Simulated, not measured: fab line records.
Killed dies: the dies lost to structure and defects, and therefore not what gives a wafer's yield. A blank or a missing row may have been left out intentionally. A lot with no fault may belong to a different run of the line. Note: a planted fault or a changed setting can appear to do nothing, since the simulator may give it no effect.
Which tool did it? :: flow nand-harc :: 12 lots, 36 wafers sampled, at 5 steps of a route of 1302

WHAT EACH GAUGE READ, for each wafer
NHARC_END_SORT_01.
lot: L303
measured: day 25 02:41
on: prober-02
defect-limited-yield (%): 91.7 92.2 91.0
killed-at-array: 52 52 58
killed-at-other: 1 1 1
killed-at-periphery: 3 0 2
killed-dies: 56 53 61
killed-open: 4 4 6
killed-short: 6 3 3
sort_bin_2_pct (%): 3.4 2.8 2.4
sort_bin_3_pct (%): 0.6 0.6 1.0
sort_bin_4_pct (%): 4.3 4.4 5.6
sort-n-pass: 621 624 616
sort-rim-yield-pct (%): 83 83 83
sort-yield-pct (%): 91.7 92.2 91.0

lot: L306
measured: day 26 00:31
on: prober-01
defect-limited-yield (%): 95.6 95.6 94.8
killed-at-array: 28 26 32
killed-at-other: 1 0 1
killed-at-periphery: 1 4 2
killed-dies: 30 30 35
killed-open: 3 7 3
killed-short: 1 0 4
sort_bin_2_pct (%): 1.3 1.5 1.5
sort_bin_3_pct (%): 0.1 0.1 0.1
sort_bin_4_pct (%): 3.0 2.8 3.5
sort-n-pass: 647 647 642
sort-rim-yield-pct (%): 92 92 92
sort-yield-pct (%): 95.6 95.6 94.8

lot: L305
measured: day 26 04:28
on: prober-02
defect-limited-yield (%): 93.5 93.4 91.3
killed-at-array: 44 40 53
killed-at-other: 0 0 4
killed-at-periphery: 0 5 2
killed-dies: 44 45 59
killed-open: 0 6 3
killed-short: 1 3 5
sort_bin_2_pct (%): 3.0 2.7 2.8
sort_bin_3_pct (%): 0.1 0.3 1.6
sort_bin_4_pct (%): 3.4 3.7 4.3
sort-n-pass: 633 632 618
sort-rim-yield-pct (%): 82 82 85
sort-yield-pct (%): 93.5 93.4 91.3

lot: L310
measured: day 28 00:59
on: prober-02
defect-limited-yield (%): 95.4 95.0 95.3
killed-at-array: 22 24 20
killed-at-other: 2 1 0
killed-at-periphery: 7 9 12
killed-dies: 31 34 32
killed-open: 3 3 4
killed-short: 4 5 2
sort_bin_2_pct (%): 1.6 1.3 1.8
sort_bin_3_pct (%): 0.6 0.3 0.1
sort_bin_4_pct (%): 2.4 3.4 2.8
sort-n-pass: 646 643 645
sort-rim-yield-pct (%): 89 87 90
sort-yield-pct (%): 95.4 95.0 95.3

lot: L308
measured: day 28 00:54
on: prober-01
defect-limited-yield (%): 94.2 93.9 93.4
killed-at-array: 36 35 42
killed-at-other: 1 2 2
killed-at-periphery: 2 4 1
killed-dies: 39 41 45
killed-open: 4 3 4
killed-short: 4 4 2
sort_bin_2_pct (%): 2.1 1.8 2.5
sort_bin_3_pct (%): 0.9 0.6 0.4
sort_bin_4_pct (%): 2.8 3.7 3.7
sort-n-pass: 638 636 632
sort-rim-yield-pct (%): 92 88 88
sort-yield-pct (%): 94.2 93.9 93.4

lot: L307
measured: day 28 08:43
on: prober-01
defect-limited-yield (%): 93.1 92.9 93.6
killed-at-array: 44 46 40
killed-at-other: 1 0 0
killed-at-periphery: 2 2 3
killed-dies: 47 48 43
killed-open: 6 4 8
killed-short: 0 5 0
sort_bin_2_pct (%): 2.4 1.2 2.7
sort_bin_3_pct (%): 0.3 0.7 0.4
sort_bin_4_pct (%): 4.3 5.2 3.2
sort-n-pass: 630 629 634
sort-rim-yield-pct (%): 90 87 84
sort-yield-pct (%): 93.1 92.9 93.6

lot: L309
measured: day 28 08:50
on: prober-02
defect-limited-yield (%): 90.5 90.7 90.5
killed-at-array: 58 53 58
killed-at-other: 0 2 0
killed-at-periphery: 6 8 6
killed-dies: 64 63 64
killed-open: 2 9 3
killed-short: 3 0 4
sort_bin_2_pct (%): 3.2 2.5 3.8
sort_bin_3_pct (%): 0.9 1.2 1.3
sort_bin_4_pct (%): 5.3 5.6 4.3
sort-n-pass: 613 614 613
sort-rim-yield-pct (%): 80 77 78
sort-yield-pct (%): 90.5 90.7 90.5

lot: L314
measured: day 29 20:44
on: prober-01
defect-limited-yield (%): 94.5 91.9 94.2
killed-at-array: 32 46 32
killed-at-other: 0 0 0
killed-at-periphery: 5 9 7
killed-dies: 37 55 39
killed-open: 1 3 1
killed-short: 2 2 3
sort_bin_2_pct (%): 2.4 3.2 1.5
sort_bin_3_pct (%): 0.4 0.3 0.4
sort_bin_4_pct (%): 2.7 4.6 3.8
sort-n-pass: 640 622 638
sort-rim-yield-pct (%): 86 78 85
sort-yield-pct (%): 94.5 91.9 94.2

lot: L319
measured: day 31 20:23
on: prober-01
defect-limited-yield (%): 92.8 0 0
killed-at-array: 49 674 673
killed-at-other: 0 2 1
killed-at-periphery: 0 1 3
killed-dies: 49 677 677
killed-open: 4 5 3
killed-short: 0 3 3
sort_bin_2_pct (%): 3.4 96.3 95.0
sort_bin_3_pct (%): 0.3 0.6 1.2
sort_bin_4_pct (%): 3.5 3.1 3.8
sort-n-pass: 628 0 0
sort-rim-yield-pct (%): 82 0 0
sort-yield-pct (%): 92.8 0 0

lot: L323
measured: day 34 00:18
on: prober-02
defect-limited-yield (%): 93.6 93.4 94.2
killed-at-array: 41 41 33
killed-at-other: 0 0 1
killed-at-periphery: 2 4 5
killed-dies: 43 45 39
killed-open: 2 2 8
killed-short: 0 2 1
sort_bin_2_pct (%): 2.1 2.8 1.5
sort_bin_3_pct (%): 0.4 0.6 0.4
sort_bin_4_pct (%): 3.8 3.2 3.8
sort-n-pass: 634 632 638
sort-rim-yield-pct (%): 82 85 87
sort-yield-pct (%): 93.6 93.4 94.2

lot: L322
measured: day 34 11:05
on: prober-02
defect-limited-yield (%): 92.9 92.0 90.5
killed-at-array: 41 49 56
killed-at-other: 0 1 2
killed-at-periphery: 7 4 6
killed-dies: 48 54 64
killed-open: 2 2 3
killed-short: 4 4 6
sort_bin_2_pct (%): 2.4 3.0 4.0
sort_bin_3_pct (%): 1.3 0.7 1.0
sort_bin_4_pct (%): 3.4 4.3 4.4
sort-n-pass: 629 623 613
sort-rim-yield-pct (%): 88 89 83
sort-yield-pct (%): 92.9 92.0 90.5

lot: L321
measured: day 34 12:41
on: prober-01
defect-limited-yield (%): 93.4 92.8 92.5
killed-at-array: 37 38 40
killed-at-other: 1 2 1
killed-at-periphery: 7 9 10
killed-dies: 45 49 51
killed-open: 2 2 2
killed-short: 1 3 2
sort_bin_2_pct (%): 2.5 2.7 2.8
sort_bin_3_pct (%): 0.4 0.4 0.4
sort_bin_4_pct (%): 3.7 4.1 4.3
sort-n-pass: 632 628 626
sort-rim-yield-pct (%): 91 90 86
sort-yield-pct (%): 93.4 92.8 92.5

WHAT TOOL EACH LOT RAN ON (gives the tool, then ch and the chambers of the sampled wafers, and finally the start)
lot: L303
NHARC_A_M0_PVD_21: pvd-sputter-01, day 23 16:14
NHARC_A_M1_STRIP_18: rie-diel-02 ch 1,2,3, day 23 19:28
NHARC_A_M1_PVD_21: pvd-sputter-01, day 24 17:46 or earlier
NHARC_THIN_TSV_ANNEAL_52: rtp-anneal-01 ch 0, day 24 17:46

lot: L306
NHARC_A_M0_PVD_21: pvd-sputter-02, day 24 07:22
NHARC_A_M1_STRIP_18: rie-diel-02 ch 0,1,2, day 24 10:41
NHARC_A_M1_PVD_21: pvd-sputter-01, day 25 12:08 or earlier
NHARC_THIN_TSV_ANNEAL_52: rtp-anneal-01 ch 0, day 25 12:08

lot: L305
NHARC_A_M0_PVD_21: pvd-sputter-03, day 24 14:22
NHARC_A_M1_STRIP_18: rie-diel-05 ch 1,2,3, day 24 17:44
NHARC_A_M1_PVD_21: pvd-sputter-01, day 25 16:38 or earlier
NHARC_THIN_TSV_ANNEAL_52: rtp-anneal-01 ch 0, day 25 16:38

lot: L310
NHARC_A_M0_PVD_21: pvd-sputter-02, day 26 04:06
NHARC_A_M1_STRIP_18: rie-diel-05 ch 0,3, day 26 07:33
NHARC_A_M1_PVD_21: pvd-sputter-02, day 27 10:23 or earlier
NHARC_THIN_TSV_ANNEAL_52: rtp-anneal-02 ch 0, day 27 10:23

lot: L308
NHARC_A_M0_PVD_21: pvd-sputter-02, day 26 12:46
NHARC_A_M1_STRIP_18: rie-diel-13 ch 1,3, day 26 16:00
NHARC_A_M1_PVD_21: pvd-sputter-02, day 27 15:08 or earlier
NHARC_THIN_TSV_ANNEAL_52: rtp-anneal-01 ch 0, day 27 15:08

lot: L307
NHARC_A_M0_PVD_21: pvd-sputter-01, day 26 17:10
NHARC_A_M1_STRIP_18: rie-diel-13 ch 1,2,3, day 26 20:34
NHARC_A_M1_PVD_21: pvd-sputter-02, day 27 20:07 or earlier
NHARC_THIN_TSV_ANNEAL_52: rtp-anneal-01 ch 0, day 27 20:07

lot: L309
NHARC_A_M0_PVD_21: pvd-sputter-03, day 26 17:47
NHARC_A_M1_STRIP_18: rie-diel-05 ch 0,1,2, day 26 21:05
NHARC_A_M1_PVD_21: pvd-sputter-03, day 27 21:04 or earlier
NHARC_THIN_TSV_ANNEAL_52: rtp-anneal-01 ch 0, day 27 21:04

lot: L314
NHARC_A_M0_PVD_21: pvd-sputter-01, day 28 06:02
NHARC_A_M1_STRIP_18: rie-diel-13 ch 0,1, day 28 09:20
NHARC_A_M1_PVD_21: pvd-sputter-01, day 29 09:47 or earlier
NHARC_THIN_TSV_ANNEAL_52: rtp-anneal-01 ch 0, day 29 09:47

lot: L319
NHARC_A_M0_PVD_21: pvd-sputter-01, day 30 07:59
NHARC_A_M1_STRIP_18: rie-diel-02 ch 3, day 30 11:24
NHARC_A_M1_PVD_21: pvd-sputter-01, day 31 09:47 or earlier
NHARC_THIN_TSV_ANNEAL_52: rtp-anneal-02 ch 0, day 31 09:47

lot: L323
NHARC_A_M0_PVD_21: pvd-sputter-03, day 31 22:29
NHARC_A_M1_STRIP_18: rie-diel-02 ch 0,1, day 32 01:38
NHARC_A_M1_PVD_21: pvd-sputter-03, day 33 12:54 or earlier
NHARC_THIN_TSV_ANNEAL_52: rtp-anneal-01 ch 0, day 33 12:54

lot: L322
NHARC_A_M0_PVD_21: pvd-sputter-02, day 32 19:17
NHARC_A_M1_STRIP_18: rie-diel-02 ch 1,2,3, day 32 22:27
NHARC_A_M1_PVD_21: pvd-sputter-02, day 34 02:28 or earlier
NHARC_THIN_TSV_ANNEAL_52: rtp-anneal-02 ch 0, day 34 02:28

lot: L321
NHARC_A_M0_PVD_21: pvd-sputter-03, day 32 23:28
NHARC_A_M1_STRIP_18: rie-diel-02 ch 1,3, day 33 02:44
NHARC_A_M1_PVD_21: pvd-sputter-01, day 34 00:07 or earlier
NHARC_THIN_TSV_ANNEAL_52: rtp-anneal-02 ch 0, day 34 00:07
- NHARC_A_M0_PVD_21: deposits Cu, target thk 30 nm, time 20.49 s.
- NHARC_A_M1_STRIP_18: strips in N2/H2.
- NHARC_A_M1_PVD_21: deposits Cu, target thk 30 nm, time 20.49 s.
- NHARC_THIN_TSV_ANNEAL_52: time 90 s.

WHAT THE TOOLS THEMSELVES READ (means of the sampled wafers that have a number; where no wafer has one, the mark that the record gives instead)
NHARC_A_M0_PVD_21.
lot: L303
tool: pvd-sputter-01
throttle-valve-pct (%): 30.5

lot: L306
tool: pvd-sputter-02
throttle-valve-pct (%): 29.3

lot: L305
tool: pvd-sputter-03
throttle-valve-pct (%): 28.4

lot: L310
tool: pvd-sputter-02
throttle-valve-pct (%): 29.6

lot: L308
tool: pvd-sputter-02
throttle-valve-pct (%): 29.5

lot: L307
tool: pvd-sputter-01
throttle-valve-pct (%): 29.4

lot: L309
tool: pvd-sputter-03
throttle-valve-pct (%): 28.4

lot: L314
tool: pvd-sputter-01
throttle-valve-pct (%): 29.3

lot: L319
tool: pvd-sputter-01
throttle-valve-pct (%): 29.3

lot: L323
tool: pvd-sputter-03
throttle-valve-pct (%): 28.6

lot: L322
tool: pvd-sputter-02
throttle-valve-pct (%): 30.7

lot: L321
tool: pvd-sputter-03
throttle-valve-pct (%): 28.5

NHARC_A_M1_STRIP_18.
lot: L303
tool: rie-diel-02
drypump-motor-current-A (A): 5.6
oes-product-au (a.u.): 0.998
rf-vpp-V (V): 91.7
showerhead-plenum-p-Torr (Torr): 2.11
throttle-valve-pct (%): 14.167

lot: L306
tool: rie-diel-02
drypump-motor-current-A (A): 5.5
oes-product-au (a.u.): 1.003
rf-vpp-V (V): 90.6
showerhead-plenum-p-Torr (Torr): 2.13
throttle-valve-pct (%): 14.168

lot: L305
tool: rie-diel-05
drypump-motor-current-A (A): 5.7
oes-product-au (a.u.): 1.005
rf-vpp-V (V): 91.2
showerhead-plenum-p-Torr (Torr): 2.08
throttle-valve-pct (%): 14.177

lot: L310
tool: rie-diel-05
drypump-motor-current-A (A): 6.0
oes-product-au (a.u.): 0.999
rf-vpp-V (V): 91.0
showerhead-plenum-p-Torr (Torr): 1.99
throttle-valve-pct (%): 14.168

lot: L308
tool: rie-diel-13
drypump-motor-current-A (A): 5.2
oes-product-au (a.u.): 1.020
rf-vpp-V (V): 90.3
showerhead-plenum-p-Torr (Torr): 2.01
throttle-valve-pct (%): 14.172

lot: L307
tool: rie-diel-13
drypump-motor-current-A (A): 5.2
oes-product-au (a.u.): 1.004
rf-vpp-V (V): 90.6
showerhead-plenum-p-Torr (Torr): 2.04
throttle-valve-pct (%): 14.175

lot: L309
tool: rie-diel-05
drypump-motor-current-A (A): 5.5
oes-product-au (a.u.): 0.999
rf-vpp-V (V): 91.4
showerhead-plenum-p-Torr (Torr): 2.13
throttle-valve-pct (%): 14.171

lot: L314
tool: rie-diel-13
drypump-motor-current-A (A): 5.4
oes-product-au (a.u.): 1.015
rf-vpp-V (V): 92.0
showerhead-plenum-p-Torr (Torr): 2.10
throttle-valve-pct (%): 14.167

lot: L319
tool: rie-diel-02
drypump-motor-current-A (A): 5.8
oes-product-au (a.u.): 0.991
rf-vpp-V (V): 89.9
showerhead-plenum-p-Torr (Torr): 2.01
throttle-valve-pct (%): 14.160

lot: L323
tool: rie-diel-02
drypump-motor-current-A (A): 5.4
oes-product-au (a.u.): 0.989
rf-vpp-V (V): 91.5
showerhead-plenum-p-Torr (Torr): 2.14
throttle-valve-pct (%): 14.173

lot: L322
tool: rie-diel-02
drypump-motor-current-A (A): 5.6
oes-product-au (a.u.): 0.992
rf-vpp-V (V): 90.3
showerhead-plenum-p-Torr (Torr): 2.11
throttle-valve-pct (%): 14.166

lot: L321
tool: rie-diel-02
drypump-motor-current-A (A): 5.6
oes-product-au (a.u.): 1.007
rf-vpp-V (V): 91.2
showerhead-plenum-p-Torr (Torr): 2.07
throttle-valve-pct (%): 14.175

NHARC_A_M1_PVD_21.
lot: L303
tool: pvd-sputter-01
throttle-valve-pct (%): 30.5

lot: L306
tool: pvd-sputter-01
throttle-valve-pct (%): 30.4

lot: L305
tool: pvd-sputter-01
throttle-valve-pct (%): 30.5

lot: L310
tool: pvd-sputter-02
throttle-valve-pct (%): 30.6

lot: L308
tool: pvd-sputter-02
throttle-valve-pct (%): 29.6

lot: L307
tool: pvd-sputter-02
throttle-valve-pct (%): 29.4

lot: L309
tool: pvd-sputter-03
throttle-valve-pct (%): 28.5

lot: L314
tool: pvd-sputter-01
throttle-valve-pct (%): 30.3

lot: L319
tool: pvd-sputter-01
throttle-valve-pct (%): 31.2

lot: L323
tool: pvd-sputter-03
throttle-valve-pct (%): 29.1

lot: L322
tool: pvd-sputter-02
throttle-valve-pct (%): 30.5

lot: L321
tool: pvd-sputter-01
throttle-valve-pct (%): 29.7

NHARC_THIN_TSV_ANNEAL_52.
lot: L303
tool: rtp-anneal-01
anneal-temp-c-max: 226.5
wafer_temp_C_max: 225.84

lot: L306
tool: rtp-anneal-01
anneal-temp-c-max: 226.7
wafer_temp_C_max: 226.02

lot: L305
tool: rtp-anneal-01
anneal-temp-c-max: 226.7
wafer_temp_C_max: 225.82

lot: L310
tool: rtp-anneal-02
anneal-temp-c-max: 226.1
wafer_temp_C_max: 225.87

lot: L308
tool: rtp-anneal-01
anneal-temp-c-max: 227.0
wafer_temp_C_max: 226.19

lot: L307
tool: rtp-anneal-01
anneal-temp-c-max: 226.7
wafer_temp_C_max: 226.08

lot: L309
tool: rtp-anneal-01
anneal-temp-c-max: 226.5
wafer_temp_C_max: 226.11

lot: L314
tool: rtp-anneal-01
anneal-temp-c-max: 226.4
wafer_temp_C_max: 225.97

lot: L319
tool: rtp-anneal-02
anneal-temp-c-max: 226.1
wafer_temp_C_max: 225.75

lot: L323
tool: rtp-anneal-01
anneal-temp-c-max: 227.3
wafer_temp_C_max: 226.03

lot: L322
tool: rtp-anneal-02
anneal-temp-c-max: 226.1
wafer_temp_C_max: 226.04

lot: L321
tool: rtp-anneal-02
anneal-temp-c-max: 226.1
wafer_temp_C_max: 226.21

THE ANSWER, worked out from the rows above alone
Rule: usual is defined by the lots themselves. Put in order of their means at a reading, lots are off if they are a third of the lots or fewer, leave a main group of 4 or more, and stand apart from it by a gap of 3 or more times the standard deviation of the main group's means; of several such gaps the widest counts. The tables above print the reading to a certain number of digits; a main group whose means all agree to those digits is not used. Also off: a lot with no number at a reading for which 4 or more lots have one. All remaining lots with rows at the step are treated as sound. First the gauges in route order, then the tools' own readings, where a lot's mean is used as printed above. At the first step where some lot is off, the reading lying furthest off is the one used; lots without a number count as furthest.
Off: L319 (NHARC_END_SORT_01, sort_bin_2_pct). For the main group the mean is 2.4 % and the standard deviation 0.56.
If a tool, at a process step before that reading, ran all the lots that are off and no sound lot after the first of them, it fits. Those tools and the gauges at NHARC_END_SORT_01 are tried in the same way. NHARC_A_M1_PVD_21 gives no start for some lots, so the hours and the order of its lots are those of NHARC_THIN_TSV_ANNEAL_52. One fits: pvd-sputter-01 at NHARC_A_M0_PVD_21. Its last sound lot is L314 (day 28 06:02), its first lot that is off L319 (day 30 07:59): a fault that began between those two fits.

WHAT THE SIMULATOR HAD PUT IN
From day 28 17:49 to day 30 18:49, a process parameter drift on pvd-sputter-01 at NHARC_A_M0_PVD_21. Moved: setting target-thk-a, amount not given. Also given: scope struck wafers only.
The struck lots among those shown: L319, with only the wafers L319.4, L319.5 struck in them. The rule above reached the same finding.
